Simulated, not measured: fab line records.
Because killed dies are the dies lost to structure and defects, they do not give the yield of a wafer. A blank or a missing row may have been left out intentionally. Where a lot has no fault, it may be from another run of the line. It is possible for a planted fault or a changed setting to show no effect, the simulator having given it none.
Which tool was responsible? -- flow nand harc -- 72 wafers from 24 lots sampled at 5 of the route's 1302 steps

WHAT THE GAUGES SHOWED, per wafer
NHARC_A_CONTACT_CD_MEAS_80. Usual: cd nm at 289.5 nm, with a standard deviation of 1.
lot,measured,on,cd nm (nm),flag
L074,day 21 03:02,cd sem-03,291.2 291.1 290.9,
L075,day 21 11:46,cd sem-03,290.1 288.7 289.3,
L076,day 22 04:02,cd sem-01,289.4 290.4 290.3,
L078,day 22 05:13,cd sem-01,288.6 288.5 288.1,
L079,day 23 10:52,cd sem-01,290.2 290.2 289.6,
L077,day 23 09:44,cd sem-03,289.9 290.9 290.9,
L080,day 23 14:13,cd sem-02,289.9 289.8 289.9,
L081,day 24 13:35,cd sem-01,289.2 290.0 289.5,
L082,day 24 20:31,cd sem-02,289.5 289.6 290.1,
L083,day 25 06:26,cd sem-01,288.2 289.4 288.4,
L084,day 25 10:10,cd sem-03,288.3 288.3 287.8,
L085,day 25 14:39,cd sem-03,288.3 288.2 289.1,
L086,day 26 04:59,cd sem-01,290.7 289.6 289.9,
L087,day 26 09:53,cd sem-03,290.2 290.0 290.8,
L088,day 26 16:59,cd sem-02,289.9 289.4 290.1,
L089,day 26 19:11,cd sem-03,290.3 289.8 290.2,
L090,day 27 02:04,cd sem-03,286.9 286.5 286.4,
L092,day 28 08:56,cd sem-02,288.8 289.1 289.8,
L091,day 28 11:07,cd sem-02,289.9 290.3 289.7,
L094,day 29 12:24,cd sem-03,290.6 290.7 290.6,
L093,day 29 12:54,cd sem-01,290.2 289.7 290.8,
L096,day 30 02:18,cd sem-02,290.0 290.2 290.2,
L095,day 30 05:27,cd sem-02,288.3 288.8 289.0,
L097,day 30 13:45,cd sem-03,290.0 290.2 289.7,

NHARC_A_CONTACT_OVL_MEAS_09. Usual: overlay x nm 0.3 nm, standard deviation 0.9; overlay y nm 0.1 nm, standard deviation 0.85.
lot,measured,on,overlay x nm (nm),overlay y nm (nm),flag
L074,day 21 09:31,overlay-01,-1.1 -0.8 -0.9,-0.9 -0.8 -0.4,
L075,day 21 16:32,overlay-02,1.6 1.6 1.4,0.7 1.2 1.0,
L076,day 22 08:23,overlay-01,0.7 1.0 0.4,0.5 1.2 1.7,
L078,day 22 09:15,overlay-01,0.6 0.0 0.0,-0.2 0.0 0.0,
L079,day 23 18:30,overlay-01,-0.1 -0.5 -0.1,-0.9 -1.0 -1.0,
L077,day 23 13:32,overlay-02,0.3 -0.1 0.3,0.0 0.0 -0.1,
L080,day 23 18:05,overlay-02,0.0 0.2 0.2,0.6 0.1 0.2,
L081,day 24 19:51,overlay-02,-1.7 -0.8 -1.3,-0.2 0.4 0.2,
L082,day 25 01:34,overlay-01,-0.2 0.2 0.1,0.1 1.1 0.7,
L083,day 25 12:06,overlay-02,0.6 0.9 0.9,0.4 0.8 0.1,
L084,day 25 16:33,overlay-01,0.8 0.6 0.8,0.1 -0.1 0.0,
L085,day 25 20:05,overlay-02,0.1 0.2 0.5,0.4 0.8 0.6,
L086,day 26 12:07,overlay-02,0.6 1.1 1.4,-1.0 -1.2 -0.4,
L087,day 26 14:20,overlay-02,0.5 -0.3 1.1,1.5 1.5 1.5,
L088,day 26 20:29,overlay-02,0.5 0.0 -0.3,1.3 0.8 1.1,
L089,day 26 22:41,overlay-01,-0.2 0.1 0.1,0.7 0.3 1.4,
L090,day 27 05:35,overlay-02,2.9 2.7 3.1,-1.1 -1.4 -1.1,
L092,day 28 13:20,overlay-02,1.6 1.7 2.1,1.0 0.8 1.2,
L091,day 28 15:37,overlay-01,0.5 0.5 0.3,-0.5 0.5 -1.0,
L094,day 29 18:21,overlay-01,-1.3 -0.9 -0.7,1.2 1.2 1.9,
L093,day 29 19:58,overlay-01,0.0 -0.4 -0.1,0.6 0.6 0.9,
L096,day 30 07:24,overlay-02,0.1 -0.1 0.2,-0.9 -0.8 -0.6,
L095,day 30 11:14,overlay-01,-0.4 0.0 -0.6,-0.6 -0.7 -1.0,
L097,day 30 17:30,overlay-01,1.1 0.5 0.9,-0.7 -1.1 -0.6,

WHAT TOOL EACH LOT RAN ON (gives the tool, then ch and the chambers of the sampled wafers, and finally the start)
lot,NHARC_A_CONTACT_ETCH_96,NHARC_A_CONTACT_DEP_58,NHARC_A_CONTACT_ETCH_124
L074,"rie diel-01 ch 1,2,3, day 20 21:14 or earlier","pecvd-04 ch 1,2, day 20 21:14","har cap etch-02 ch 0,1, day 21 00:26"
L075,"rie diel-01 ch 0,3, day 21 06:01 or earlier","pecvd-01 ch 0,1,2, day 21 06:01","har cap etch-03 ch 0,1, day 21 08:33"
L076,"rie diel-02 ch 0,2, day 21 22:57 or earlier","pecvd-03 ch 0,2, day 21 22:57","har cap etch-01 ch 0,1, day 22 01:26"
L078,"rie diel-02 ch 0,1,3, day 21 23:36 or earlier","pecvd-03 ch 0,2, day 21 23:36","har cap etch-03 ch 0,1, day 22 01:56"
L079,"rie diel-02 ch 0,1, day 23 05:52 or earlier","pecvd-04 ch 0,1, day 23 05:52","har cap etch-02 ch 0,1, day 23 08:13"
L077,"rie diel-02 ch 1,2, day 23 03:50 or earlier","pecvd-04 ch 1,2, day 23 03:50","har cap etch-03 ch 0,1, day 23 06:29"
L080,"rie diel-02 ch 0,1, day 23 09:07 or earlier","pecvd-04 ch 0,2, day 23 09:07","har cap etch-01 ch 1, day 23 11:26"
L081,"rie diel-07 ch 0,2, day 24 08:33 or earlier","pecvd-04 ch 1,2, day 24 08:33","har cap etch-01 ch 0,1, day 24 11:00"
L082,"rie diel-02 ch 0,1,3, day 24 15:25 or earlier","pecvd-04 ch 0,1,2, day 24 15:25","har cap etch-02 ch 0,1, day 24 17:55"
L083,"rie diel-07 ch 0,2, day 25 01:16 or earlier","pecvd-03 ch 0,1,2, day 25 01:16","har cap etch-03 ch 0,1, day 25 03:43"
L084,"rie diel-02 ch 1,2,3, day 25 05:10 or earlier","pecvd-03 ch 0,1,2, day 25 05:10","har cap etch-01 ch 0,1, day 25 07:31"
L085,"rie diel-02 ch 0,1,3, day 25 09:36 or earlier","pecvd-03 ch 1,2, day 25 09:36","har cap etch-02 ch 0,1, day 25 12:02"
L086,"rie diel-07 ch 1,2, day 25 23:45 or earlier","pecvd-03 ch 0,1, day 25 23:45","har cap etch-03 ch 0,1, day 26 02:24"
L087,"rie diel-07 ch 1,2,3, day 25 21:28","pecvd-01 ch 0,1,2, day 26 04:49","har cap etch-02 ch 0,1, day 26 07:17"
L088,"rie diel-01 ch 1,2,3, day 26 11:52 or earlier","pecvd-01 ch 1,2, day 26 11:52","har cap etch-02 ch 0,1, day 26 14:17"
L089,"rie diel-02 ch 0,1,3, day 26 13:43 or earlier","pecvd-03 ch 1,2, day 26 13:43","har cap etch-03 ch 0,1, day 26 16:37"
L090,"rie diel-02 ch 1,3, day 26 20:58 or earlier","pecvd-01 ch 0,1, day 26 20:58","har cap etch-01 ch 0,1, day 26 23:31"
L092,"rie diel-02 ch 2,3, day 27 23:07","pecvd-04 ch 1,2, day 28 03:31","har cap etch-02 ch 0,1, day 28 06:20"
L091,"rie diel-01 ch 1,2,3, day 28 06:08 or earlier","pecvd-04 ch 1,2, day 28 06:08","har cap etch-03 ch 0,1, day 28 08:28"
L094,"rie diel-02 ch 1,2,3, day 29 07:26 or earlier","pecvd-01 ch 0,1,2, day 29 07:26","har cap etch-02 ch 0,1, day 29 09:51"
L093,"rie diel-01 ch 1,2,3, day 29 07:40 or earlier","pecvd-03 ch 0,1,2, day 29 07:40","har cap etch-03 ch 0,1, day 29 10:08"
L096,"rie diel-02 ch 0,2,3, day 29 21:08 or earlier","pecvd-03 ch 0,2, day 29 21:08","har cap etch-02 ch 0,1, day 29 23:35"
L095,"rie diel-07 ch 0,1,2, day 30 00:24 or earlier","pecvd-03 ch 0,1,2, day 30 00:24","har cap etch-01 ch 0,1, day 30 02:50"
L097,"rie diel-02 ch 0,2,3, day 30 08:41 or earlier","pecvd-03 ch 0,1,2, day 30 08:41","har cap etch-03 ch 0,1, day 30 11:08"
- NHARC_A_CONTACT_ETCH_96: etches the open film in C4F6/O2, target depth 20 nm, time 10 s.
- NHARC_A_CONTACT_DEP_58: deposits SiON, target thk 90 nm.
- NHARC_A_CONTACT_ETCH_124: etches the open film in C4F8/O2/Ar, time 140 s, target depth 700 nm.

AS READ BY THE TOOLS THEMSELVES (means over the sampled wafers that have a number; for cases with no such wafer, the mark the record gives instead)
NHARC_A_CONTACT_ETCH_96. Usual: drypump motor current A 5.7 A, standard deviation 0.41; oes product au 0.968 a.u., standard deviation 0.025; rf vpp V 545 V, standard deviation 3.4; showerhead plenum p Torr 3.85 Torr, standard deviation 0.16; throttle valve pct 26.904 %, standard deviation 0.0091.
lot,tool,drypump motor current A (A),oes product au (a.u.),rf vpp V (V),showerhead plenum p Torr (Torr),throttle valve pct (%),flag
L074,rie diel-01,5.8,0.955,547,3.93,26.908,
L075,rie diel-01,5.4,0.947,547,3.97,26.900,
L076,rie diel-02,5.5,0.941,543,3.73,26.909,
L078,rie diel-02,5.9,0.998,544,3.76,26.900,
L079,rie diel-02,5.9,0.967,543,3.70,26.896,
L077,rie diel-02,5.7,0.997,544,3.78,26.911,
L080,rie diel-02,5.8,0.989,543,3.70,26.904,
L081,rie diel-07,5.7,0.954,549,4.01,26.901,
L082,rie diel-02,5.9,0.966,543,3.75,26.913,
L083,rie diel-07,5.7,0.934,549,4.01,26.906,
L084,rie diel-02,5.8,0.997,545,3.79,26.911,
L085,rie diel-02,5.9,0.959,543,3.75,26.899,
L086,rie diel-07,5.8,0.933,551,4.11,26.905,
L087,rie diel-07,5.5,0.948,548,3.97,26.902,
L088,rie diel-01,5.7,1.009,551,4.10,26.904,
L089,rie diel-02,5.9,0.976,544,3.75,26.905,
L090,rie diel-02,6.0,0.969,544,3.80,26.895,
L092,rie diel-02,5.7,0.999,543,3.78,26.909,
L091,rie diel-01,5.8,0.950,550,4.09,26.907,
L094,rie diel-02,5.8,0.946,544,3.78,26.902,
L093,rie diel-01,5.8,0.953,551,4.09,26.905,
L096,rie diel-02,5.6,0.934,543,3.73,26.915,
L095,rie diel-07,5.5,0.995,549,4.04,26.899,
L097,rie diel-02,5.7,0.998,543,3.73,26.902,

NHARC_A_CONTACT_DEP_58. Usual: heater power w at 725 W, with a standard deviation of 68.
lot,tool,heater power w (W),flag
L074,pecvd-04,639,
L075,pecvd-01,730,
L076,pecvd-03,698,
L078,pecvd-03,742,
L079,pecvd-04,645,
L077,pecvd-04,621,
L080,pecvd-04,753,
L081,pecvd-04,639,
L082,pecvd-04,670,
L083,pecvd-03,746,
L084,pecvd-03,740,
L085,pecvd-03,733,
L086,pecvd-03,749,
L087,pecvd-01,752,
L088,pecvd-01,736,
L089,pecvd-03,737,
L090,pecvd-01,733,
L092,pecvd-04,658,
L091,pecvd-04,678,
L094,pecvd-01,734,
L093,pecvd-03,732,
L096,pecvd-03,758,
L095,pecvd-03,766,
L097,pecvd-03,725,

THE ANSWER, worked out from the rows above alone
Rule: a lot counts as off when the mean over its wafers that have a number is more than 3 standard deviations away from the usual mean. A lot without any number at a reading at which 4 lots or more have one is off too. All remaining lots with rows at the step are treated as sound. First the gauges in route order, then the tools' own readings, where a lot's mean is used as printed above. The first step at which some lot is off is used, and at that step the reading that is off furthest; a lot without a number counts as furthest.
None of the lots is off at any reading shown; this tells nothing.

WHAT THE SIMULATOR PUT IN
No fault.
